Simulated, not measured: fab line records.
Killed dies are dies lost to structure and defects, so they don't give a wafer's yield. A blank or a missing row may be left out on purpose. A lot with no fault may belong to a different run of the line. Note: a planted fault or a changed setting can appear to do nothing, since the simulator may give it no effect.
Chamber matching -- flow nandHarc -- NHARC_A_STAIRCASE_ETCH_169 on rieDiel-02: 4 sister chambers
The step etches the open film in CH3F/O2, target depth 50 nm, time 107.1 s. 4 wafers are shown with their chamber, then 9 later ones without.

## WAFERS WITH THEIR CHAMBER
wafer,chamber,showerheadPlenumPTorr (Torr)
L077.2,1,2.53
L083.3,3,2.37
L083.4,0,2.64
L083.6,2,2.63

## WAFERS WITHOUT THEIR CHAMBER
wafer,showerheadPlenumPTorr (Torr)
L082.1,2.64
L082.2,2.37
L082.5,2.52
L084.4,2.52
L084.5,2.62
L084.6,2.63
L085.2,2.62
L085.5,2.62
L085.6,2.37

## WHICH CHAMBER EACH ONE RAN IN
wafer,from the rows above,in truth
L082.1,can't be placed: 0 or 2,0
L082.2,3,3
L082.5,1,1
L084.4,1,1
L084.5,can't be placed: 2 or 0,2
L084.6,can't be placed: 2 or 0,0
L085.2,can't be placed: 2 or 0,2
L085.5,can't be placed: 2 or 0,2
L085.6,3,3
Placed correctly: 4 of 9. Can't be placed from these rows: 5 (the true chamber is among the candidates in 5). 0 placed wrongly.
How it was worked out, from the rows above alone: a wafer's distance from a chamber is the root of the sum, over the readings, of the square of ((its reading less the chamber's mean) divided by the reading's scatter). The wafer belongs to the nearest chamber; if the next one is less than 2 further off, it can't be placed. Each chamber's mean is taken over the wafers shown for it. The scatter (one wafer shown for each chamber): square how far every hidden wafer sits from the nearest shown wafer, average those squares and take the square root.
